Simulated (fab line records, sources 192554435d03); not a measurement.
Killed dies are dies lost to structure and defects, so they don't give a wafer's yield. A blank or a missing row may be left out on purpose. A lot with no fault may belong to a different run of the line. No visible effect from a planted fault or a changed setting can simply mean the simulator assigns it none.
Which tool was responsible? + flow n5Finfet + 24 lots with 72 wafers sampled at 5 steps, on a route of 1938 steps

== WHAT THE GAUGES SHOWED, per wafer ==
N5_BEOL_M0_OCD_MEAS_108. Usual: trenchDepthNm reads 32.8 nm (standard deviation 0.7).
| lot  | measured     | on     | trenchDepthNm (nm) | flag |
|------|--------------|--------|--------------------|------|
| L074 | day 5 23:41  | ocd-02 | 32.4 33.6 32.3     |      |
| L075 | day 6 01:47  | ocd-01 | 33.5 33.1 31.6     |      |
| L076 | day 6 09:11  | ocd-01 | 32.7 33.5 33.4     |      |
| L077 | day 6 16:53  | ocd-01 | 32.8 32.6 31.7     |      |
| L078 | day 6 22:33  | ocd-02 | 32.1 32.9 32.6     |      |
| L079 | day 7 05:04  | ocd-01 | 32.2 32.6 31.6     |      |
| L080 | day 7 07:07  | ocd-02 | 31.7 32.1 32.2     |      |
| L081 | day 7 17:21  | ocd-01 | 32.6 33.2 31.9     |      |
| L082 | day 8 00:56  | ocd-01 | 33.3 33.7 33.7     |      |
| L083 | day 8 04:39  | ocd-01 | 32.6 34.0 31.4     |      |
| L084 | day 8 15:30  | ocd-02 | 31.7 33.1 32.8     |      |
| L085 | day 8 22:11  | ocd-01 | 31.5 33.6 33.6     |      |
| L086 | day 9 01:49  | ocd-02 | 32.7 34.1 33.1     |      |
| L087 | day 9 05:53  | ocd-01 | 33.4 33.1 33.5     |      |
| L088 | day 9 08:53  | ocd-02 | 32.3 32.5 33.2     |      |
| L089 | day 9 19:08  | ocd-02 | 33.0 32.2 33.8     |      |
| L090 | day 9 22:29  | ocd-02 | 33.5 32.9 31.8     |      |
| L091 | day 10 04:34 | ocd-02 | 32.3 31.6 32.8     |      |
| L092 | day 10 07:07 | ocd-02 | 32.6 31.8 32.7     |      |
| L093 | day 10 13:29 | ocd-02 | 33.3 33.4 32.7     |      |
| L094 | day 10 18:52 | ocd-02 | 33.3 33.6 32.7     |      |
| L095 | day 11 02:47 | ocd-01 | 34.6 32.6 33.3     |      |
| L096 | day 11 06:12 | ocd-02 | 34.4 33.0 32.1     |      |
| L097 | day 11 16:19 | ocd-02 | 33.3 32.3 32.0     |      |

N5_BEOL_M0_RS_MEAS_126: a four-point-probe measurement. Usual: M0_RS gives 0.536 ohm/sq (standard deviation 0.022).
| lot  | measured     | on           | M0_RS (ohm/sq)    | flag |
|------|--------------|--------------|-------------------|------|
| L074 | day 6 03:30  | filmMetro-01 | 0.555 0.569 0.557 |      |
| L075 | day 6 04:46  | filmMetro-01 | 0.545 0.538 0.512 |      |
| L076 | day 6 13:10  | filmMetro-01 | 0.534 0.506 0.521 |      |
| L077 | day 6 20:00  | filmMetro-02 | 0.515 0.493 0.506 |      |
| L078 | day 7 02:46  | filmMetro-01 | 0.517 0.502 0.538 |      |
| L079 | day 7 07:32  | filmMetro-02 | 0.553 0.532 0.548 |      |
| L080 | day 7 10:47  | filmMetro-02 | 0.515 0.504 0.503 |      |
| L081 | day 7 21:41  | filmMetro-01 | 0.538 0.510 0.494 |      |
| L082 | day 8 05:41  | filmMetro-01 | 0.528 0.534 0.517 |      |
| L083 | day 8 08:16  | filmMetro-01 | 0.540 0.533 0.540 |      |
| L084 | day 8 18:05  | filmMetro-01 | 0.565 0.552 0.526 |      |
| L085 | day 9 02:45  | filmMetro-02 | 0.607 0.545 0.600 |      |
| L086 | day 9 04:46  | filmMetro-01 | 0.513 0.522 0.504 |      |
| L087 | day 9 09:43  | filmMetro-02 | 0.542 0.524 0.526 |      |
| L088 | day 9 11:53  | filmMetro-01 | 0.563 0.561 0.556 |      |
| L089 | day 9 22:04  | filmMetro-02 | 0.546 0.546 0.545 |      |
| L090 | day 10 01:17 | filmMetro-01 | 0.558 0.527 0.525 |      |
| L091 | day 10 07:35 | filmMetro-02 | 0.553 0.523 0.515 |      |
| L092 | day 10 10:01 | filmMetro-02 | 0.549 0.531 0.527 |      |
| L093 | day 10 18:06 | filmMetro-01 | 0.570 0.574 0.536 |      |
| L094 | day 10 21:44 | filmMetro-02 | 0.530 0.508 0.500 |      |
| L095 | day 11 07:19 | filmMetro-02 | 0.560 0.543 0.517 |      |
| L096 | day 11 08:49 | filmMetro-02 | 0.552 0.538 0.529 |      |
| L097 | day 11 19:40 | filmMetro-01 | 0.553 0.564 0.553 |      |

== TOOL THAT RAN EACH LOT (tool first, then ch and the chambers of the sampled wafers, then the start) ==
| lot  | N5_BEOL_M0_SAQP_STRIP_75          | N5_BEOL_M0_PRE_CLEAN_113    | N5_BEOL_M0_SPUTTER_132      |
|------|-----------------------------------|-----------------------------|-----------------------------|
| L074 | rieDiel-04 ch 0,2, day 5 22:12    | pvdSputter-01, day 6 01:28  | pvdSputter-03, day 6 02:10  |
| L075 | rieDiel-04 ch 0,2,3, day 5 23:44  | pvdSputter-02, day 6 02:28  | pvdSputter-03, day 6 03:17  |
| L076 | rieDiel-02 ch 0,1,3, day 6 07:15  | pvdSputter-03, day 6 10:13  | pvdSputter-02, day 6 11:28  |
| L077 | rieDiel-05 ch 2,3, day 6 14:17    | pvdSputter-01, day 6 17:47  | pvdSputter-01, day 6 18:29  |
| L078 | rieDiel-04 ch 0,1, day 6 20:42    | pvdSputter-03, day 6 23:17  | pvdSputter-03, day 7 00:04  |
| L079 | rieDiel-04 ch 0,1, day 7 03:53    | pvdSputter-02, day 7 05:37  | pvdSputter-02, day 7 06:14  |
| L080 | rieDiel-04 ch 0,1,2, day 7 05:35  | pvdSputter-03, day 7 07:26  | pvdSputter-02, day 7 09:30  |
| L081 | rieDiel-02 ch 0,3, day 7 15:48    | pvdSputter-01, day 7 17:47  | pvdSputter-03, day 7 20:16  |
| L082 | rieDiel-02 ch 0,2,3, day 7 21:44  | pvdSputter-01, day 8 03:31  | pvdSputter-01, day 8 04:24  |
| L083 | rieDiel-02 ch 0,2, day 8 00:37    | pvdSputter-02, day 8 06:02  | pvdSputter-02, day 8 06:58  |
| L084 | rieDiel-05 ch 0,2, day 8 13:18    | pvdSputter-02, day 8 16:08  | pvdSputter-03, day 8 16:46  |
| L085 | rieDiel-05 ch 0,2,3, day 8 15:51  | pvdSputter-03, day 9 00:38  | pvdSputter-02, day 9 01:28  |
| L086 | rieDiel-02 ch 1,2,3, day 8 23:16  | pvdSputter-03, day 9 02:34  | pvdSputter-03, day 9 03:26  |
| L087 | rieDiel-02 ch 1,2,3, day 9 04:01  | pvdSputter-02, day 9 07:29  | pvdSputter-01, day 9 08:25  |
| L088 | rieDiel-02 ch 1,2,3, day 9 07:45  | pvdSputter-01, day 9 09:55  | pvdSputter-02, day 9 10:36  |
| L089 | rieDiel-04 ch 2,3, day 9 17:15    | pvdSputter-03, day 9 19:49  | pvdSputter-02, day 9 20:38  |
| L090 | rieDiel-04 ch 1,3, day 9 19:13    | pvdSputter-03, day 9 23:01  | pvdSputter-03, day 10 00:00 |
| L091 | rieDiel-02 ch 0,1,2, day 10 01:25 | pvdSputter-02, day 10 05:34 | pvdSputter-02, day 10 06:17 |
| L092 | rieDiel-04 ch 2,3, day 10 05:43   | pvdSputter-01, day 10 07:36 | pvdSputter-02, day 10 08:43 |
| L093 | rieDiel-05 ch 1,2,3, day 10 10:38 | pvdSputter-01, day 10 14:11 | pvdSputter-01, day 10 16:49 |
| L094 | rieDiel-04 ch 2,3, day 10 16:47   | pvdSputter-02, day 10 19:28 | pvdSputter-03, day 10 20:27 |
| L095 | rieDiel-04 ch 2,3, day 11 00:56   | pvdSputter-03, day 11 04:08 | pvdSputter-01, day 11 06:01 |
| L096 | rieDiel-02 ch 1,2,3, day 11 04:04 | pvdSputter-03, day 11 06:40 | pvdSputter-01, day 11 07:32 |
| L097 | rieDiel-02 ch 0,1, day 11 08:00   | pvdSputter-02, day 11 17:32 | pvdSputter-03, day 11 18:15 |
- N5_BEOL_M0_SAQP_STRIP_75: strips in CF4.
- N5_BEOL_M0_PRE_CLEAN_113: time 30 s.
- N5_BEOL_M0_SPUTTER_132: material Cu, target thk 4 nm, time 7.37 s.

== AS READ BY THE TOOLS THEMSELVES (means over the sampled wafers that have a number; for cases with no such wafer, the mark the record gives instead) ==
N5_BEOL_M0_SAQP_STRIP_75. Usual: cf4FlowSccm 150.0 sccm, standard deviation 0.42; drypumpMotorCurrentA 5.9 A, standard deviation 0.55; oesProductAu 0.183 a.u., standard deviation 0.023; rfVppV 271.4 V, standard deviation 1.6; showerheadPlenumPTorr 1.81 Torr, standard deviation 0.054; throttleValvePct 13.61 %, standard deviation 0.22.
| lot  | tool       | cf4FlowSccm (sccm) | drypumpMotorCurrentA (A) | oesProductAu (a.u.) | rfVppV (V) | showerheadPlenumPTorr (Torr) | throttleValvePct (%) | flag |
|------|------------|--------------------|--------------------------|---------------------|------------|------------------------------|----------------------|------|
| L074 | rieDiel-04 | 149.9              | 5.6                      | 0.161               | 272.6      | 1.84                         | 13.75                |      |
| L075 | rieDiel-04 | 150.3              | 5.5                      | 0.158               | 270.7      | 1.80                         | 13.75                |      |
| L076 | rieDiel-02 | 150.1              | 5.9                      | 0.168               | 271.3      | 1.76                         | 13.77                |      |
| L077 | rieDiel-05 | 149.9              | 6.4                      | 0.198               | 271.4      | 1.75                         | 13.46                |      |
| L078 | rieDiel-04 | 150.0              | 5.3                      | 0.156               | 272.0      | 1.85                         | 13.75                |      |
| L079 | rieDiel-04 | 149.9              | 5.3                      | 0.160               | 272.2      | 1.85                         | 13.77                |      |
| L080 | rieDiel-04 | 149.6              | 5.5                      | 0.157               | 272.5      | 1.84                         | 13.76                |      |
| L081 | rieDiel-02 | 150.2              | 6.0                      | 0.171               | 269.8      | 1.75                         | 13.71                |      |
| L082 | rieDiel-02 | 150.7              | 6.0                      | 0.177               | 270.3      | 1.77                         | 13.77                |      |
| L083 | rieDiel-02 | 150.0              | 5.6                      | 0.173               | 269.7      | 1.74                         | 13.81                |      |
| L084 | rieDiel-05 | 149.6              | 5.8                      | 0.182               | 271.7      | 1.82                         | 13.56                |      |
| L085 | rieDiel-05 | 150.2              | 6.1                      | 0.190               | 271.2      | 1.79                         | 13.53                |      |
| L086 | rieDiel-02 | 149.8              | 6.5                      | 0.200               | 270.6      | 1.79                         | 13.62                |      |
| L087 | rieDiel-02 | 150.0              | 6.4                      | 0.200               | 271.2      | 1.79                         | 13.62                |      |
| L088 | rieDiel-02 | 149.9              | 6.5                      | 0.191               | 271.0      | 1.79                         | 13.64                |      |
| L089 | rieDiel-04 | 149.9              | 5.5                      | 0.192               | 273.8      | 1.89                         | 13.31                |      |
| L090 | rieDiel-04 | 149.8              | 5.4                      | 0.192               | 273.5      | 1.89                         | 13.31                |      |
| L091 | rieDiel-02 | 150.0              | 6.0                      | 0.205               | 272.1      | 1.83                         | 13.50                |      |
| L092 | rieDiel-04 | 149.7              | 5.6                      | 0.178               | 272.1      | 1.86                         | 13.49                |      |
| L093 | rieDiel-05 | 150.0              | 6.1                      | 0.186               | 269.5      | 1.74                         | 13.52                |      |
| L094 | rieDiel-04 | 150.0              | 5.6                      | 0.173               | 273.0      | 1.86                         | 13.52                |      |
| L095 | rieDiel-04 | 149.6              | 5.6                      | 0.191               | 273.5      | 1.88                         | 13.34                |      |
| L096 | rieDiel-02 | 149.7              | 6.4                      | 0.193               | 271.0      | 1.79                         | 13.66                |      |
| L097 | rieDiel-02 | 150.1              | 5.8                      | 0.208               | 270.9      | 1.81                         | 13.36                |      |

N5_BEOL_M0_PRE_CLEAN_113. Usual: heaterPowerW 335 W, standard deviation 27; susceptorTempC 249.96 C, standard deviation 0.19.
| lot  | tool          | heaterPowerW (W) | susceptorTempC (C) | flag |
|------|---------------|------------------|--------------------|------|
| L074 | pvdSputter-01 | 335              | 250.10             |      |
| L075 | pvdSputter-02 | 337              | 250.11             |      |
| L076 | pvdSputter-03 | 345              | 249.90             |      |
| L077 | pvdSputter-01 | 346              | 249.89             |      |
| L078 | pvdSputter-03 | 323              | 249.92             |      |
| L079 | pvdSputter-02 | 329              | 250.11             |      |
| L080 | pvdSputter-03 | 327              | 250.02             |      |
| L081 | pvdSputter-01 | 334              | 250.05             |      |
| L082 | pvdSputter-01 | 317              | 249.83             |      |
| L083 | pvdSputter-02 | 337              | 249.87             |      |
| L084 | pvdSputter-02 | 349              | 250.00             |      |
| L085 | pvdSputter-03 | 330              | 249.96             |      |
| L086 | pvdSputter-03 | 330              | 250.02             |      |
| L087 | pvdSputter-02 | 333              | 249.98             |      |
| L088 | pvdSputter-01 | 366              | 249.87             |      |
| L089 | pvdSputter-03 | 317              | 250.01             |      |
| L090 | pvdSputter-03 | 338              | 249.92             |      |
| L091 | pvdSputter-02 | 342              | 250.01             |      |
| L092 | pvdSputter-01 | 336              | 250.07             |      |
| L093 | pvdSputter-01 | 337              | 249.85             |      |
| L094 | pvdSputter-02 | 348              | 249.82             |      |
| L095 | pvdSputter-03 | 319              | 249.90             |      |
| L096 | pvdSputter-03 | 333              | 250.05             |      |
| L097 | pvdSputter-02 | 326              | 250.23             |      |

N5_BEOL_M0_SPUTTER_132. Usual: susceptorTempC -20.00 C, standard deviation 0.1; throttleValvePct 29.8 %, standard deviation 1.
| lot  | tool          | susceptorTempC (C) | throttleValvePct (%) | flag |
|------|---------------|--------------------|----------------------|------|
| L074 | pvdSputter-03 | -20.06             | 30.3                 |      |
| L075 | pvdSputter-03 | -19.98             | 30.4                 |      |
| L076 | pvdSputter-02 | -20.05             | 29.3                 |      |
| L077 | pvdSputter-01 | -20.08             | 30.2                 |      |
| L078 | pvdSputter-03 | -19.91             | 30.1                 |      |
| L079 | pvdSputter-02 | -20.01             | 29.3                 |      |
| L080 | pvdSputter-02 | -20.06             | 29.2                 |      |
| L081 | pvdSputter-03 | -19.96             | 31.1                 |      |
| L082 | pvdSputter-01 | -19.93             | 31.0                 |      |
| L083 | pvdSputter-02 | -19.92             | 29.3                 |      |
| L084 | pvdSputter-03 | -20.02             | 30.1                 |      |
| L085 | pvdSputter-02 | -19.95             | 28.8                 |      |
| L086 | pvdSputter-03 | -20.07             | 29.6                 |      |
| L087 | pvdSputter-01 | -20.05             | 30.3                 |      |
| L088 | pvdSputter-02 | -19.92             | 28.9                 |      |
| L089 | pvdSputter-02 | -20.00             | 29.2                 |      |
| L090 | pvdSputter-03 | -20.03             | 30.1                 |      |
| L091 | pvdSputter-02 | -20.06             | 29.0                 |      |
| L092 | pvdSputter-02 | -20.05             | 28.8                 |      |
| L093 | pvdSputter-01 | -20.02             | 30.1                 |      |
| L094 | pvdSputter-03 | -20.03             | 31.1                 |      |
| L095 | pvdSputter-01 | -20.02             | 30.6                 |      |
| L096 | pvdSputter-01 | -19.98             | 29.9                 |      |
| L097 | pvdSputter-03 | -19.94             | 30.0                 |      |

== THE ANSWER, worked out from the rows above alone ==
Rule: a lot is off if the mean of its wafers that have a number lies more than 3 standard deviations from the usual mean. Also off: a lot with no number at a reading for which 4 or more lots have one. All remaining lots with rows at the step are treated as sound. First the gauges in route order, then the tools' own readings, where a lot's mean is used as printed above. The first step at which some lot is off is used, and at that step the reading that is off furthest; a lot without a number counts as furthest.
Nothing can be told from this: no lot is off at any reading shown.

== WHAT HAD BEEN PUT IN BY THE SIMULATOR ==
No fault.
